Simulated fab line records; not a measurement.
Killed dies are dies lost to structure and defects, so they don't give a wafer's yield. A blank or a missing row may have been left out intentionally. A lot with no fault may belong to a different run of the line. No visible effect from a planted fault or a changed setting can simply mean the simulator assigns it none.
A lot that was struck, set against a sound lot :: flow n5-finfet :: 15 out of 1938 route steps
Sound: these wafers, L199.3, L199.4, L199.5. Struck: wafers L209.3, L209.6. (L209.5 of the same lot was not struck and is left out.) The cause comes at the end.
Per side, at each step with rows, come the tool, then ch with its chambers, and then its first start. Under that, the readings that differ: sound wafers :: struck wafers :: difference of the means :: sigmas: that difference in standard deviations of wafers without a fault.
alike: same words and numbers on both sides, and readings whose means sit less than 2 such deviations apart. not compared: any withheld reading, any reading some wafer has no value for, any bound like >300 that may hide the same value, and any number with overlapping values for which the record gives no deviation.
Wherever a step has rows on one side only, a row that says differs or no value, or a row with sigmas, the two part there. Non-overlapping numbers with no deviation appear without sigmas and do not part them. A reading that every wafer of one side lacks parts them only if that side has two wafers or more.

first, 7 steps without rows for these wafers: N5_BEOL_M9_COAT_75 (time 60 s, resist thk 5 nm); N5_BEOL_M9_COAT_22 (resist thk 30 nm); N5_BEOL_M9_EBR_24; N5_BEOL_M9_SOFTBAKE_23 (time 60 s); N5_BEOL_M9_EXPOSE_25 (exposes mask V8); N5_BEOL_M9_PEB_26 (peb time 60 s); N5_BEOL_M9_DEVELOP_27 (develop time 30 s).
N5_BEOL_M9_CD_MEAS_28: target cd 70 nm.
  sound on cd-sem-03 ch 0, day 11 20:22; struck on cd-sem-03 ch 0, day 14 15:10
  alike: cd-nm
N5_BEOL_M9_OVL_MEAS_29:
  sound on overlay-02 ch 0, day 11 20:24; struck on overlay-02 ch 0, day 14 15:12
  alike: V8_OVL
N5_BEOL_M9_INSPECT_30: inspects for defects (brightfield).
  sound on defect-inspect-02, day 11 20:27; struck on defect-inspect-02, day 14 15:15
  alike: raw-defect-count
N5_BEOL_M9_DESCUM_33: chemistry O2, time 7 s.
  sound on rie-diel-01 ch 2,3, day 11 20:35; struck on rie-diel-03 ch 3, day 14 15:22
reading: drypump-motor-current-A (A)
sound: 6.1 6.7 6.7
struck: 5.0 5.0
difference: -1.5
sigmas: -3

reading: showerhead-plenum-p-Torr (Torr)
sound: 2.06 2.09 2.09
struck: 1.96 1.96
difference: -0.12
sigmas: -2
  alike: chamber-pressure-mTorr, o2-flow-sccm, oes-product-au, rf-vpp-V, throttle-valve-pct
  not compared: rf-hours-counter-h
N5_BEOL_M9_ETCH_76: etches underlayer in N2/H2, target depth 6.5 nm, time 5.2 s.
  sound on rie-diel-01 ch 2,3, day 11 20:38; struck on rie-diel-03 ch 3, day 14 15:25
reading: drypump-motor-current-A (A)
sound: 6.1 6.7 6.7
struck: 5.1 5.0
difference: -1.5
sigmas: -3

reading: showerhead-plenum-p-Torr (Torr)
sound: 2.49 2.54 2.54
struck: 2.40 2.40
difference: -0.12
sigmas: -2
  alike: chamber-pressure-mTorr, etch-rf-on-time-s, oes-product-au, rf-vpp-V, throttle-valve-pct
  not compared: rf-hours-counter-h
N5_BEOL_M9_ETCH_65: etches SiARC in CF4, target depth 15.6 nm, time 26 s.
  sound on rie-diel-01 ch 2,3, day 11 20:38; struck on rie-diel-03 ch 3, day 14 15:25
reading: cf4-flow-sccm (sccm)
sound: 99.77 99.98 100.04
struck: 130.38 130.02
difference: +30.27
sigmas: +99 or more

reading: drypump-motor-current-A (A)
sound: 6.0 6.7 6.7
struck: 5.0 4.9
difference: -1.5
sigmas: -3

reading: rf-vpp-V (V)
sound: 184.9 185.3 183.0
struck: 183.3 181.8
difference: -1.8
sigmas: -2

reading: showerhead-plenum-p-Torr (Torr)
sound: 2.09 2.13 2.13
struck: 2.23 2.23
difference: +0.11
sigmas: +3

reading: throttle-valve-pct (%)
sound: 15.51 15.62 15.62
struck: 17.04 17.04
difference: +1.46
sigmas: +6
  alike: chamber-pressure-mTorr, etch-rf-on-time-s, mfc-ar-sccm, oes-product-au
  not compared: rf-hours-counter-h
N5_BEOL_M9_ETCH_66: etches SOC in N2/H2, target depth 80 nm, overetch 16 nm, time 120 s.
  sound on rie-diel-01 ch 2,3, day 11 20:40; struck on rie-diel-03 ch 3, day 14 15:27
reading: drypump-motor-current-A (A)
sound: 6.1 6.7 6.7
struck: 5.0 5.0
difference: -1.5
sigmas: -3

reading: showerhead-plenum-p-Torr (Torr)
sound: 2.49 2.54 2.54
struck: 2.40 2.40
difference: -0.12
sigmas: -2
  alike: chamber-pressure-mTorr, oes-product-au, rf-vpp-V, throttle-valve-pct
  not compared: rf-hours-counter-h
then, 1 step without rows for these wafers: N5_PASSIVATION_PROBE_49.

## WHERE THEY PART
Earliest at N5_BEOL_M9_DESCUM_33; latest, in this record, at N5_BEOL_M9_ETCH_66.

WHY: the cause the simulator had injected
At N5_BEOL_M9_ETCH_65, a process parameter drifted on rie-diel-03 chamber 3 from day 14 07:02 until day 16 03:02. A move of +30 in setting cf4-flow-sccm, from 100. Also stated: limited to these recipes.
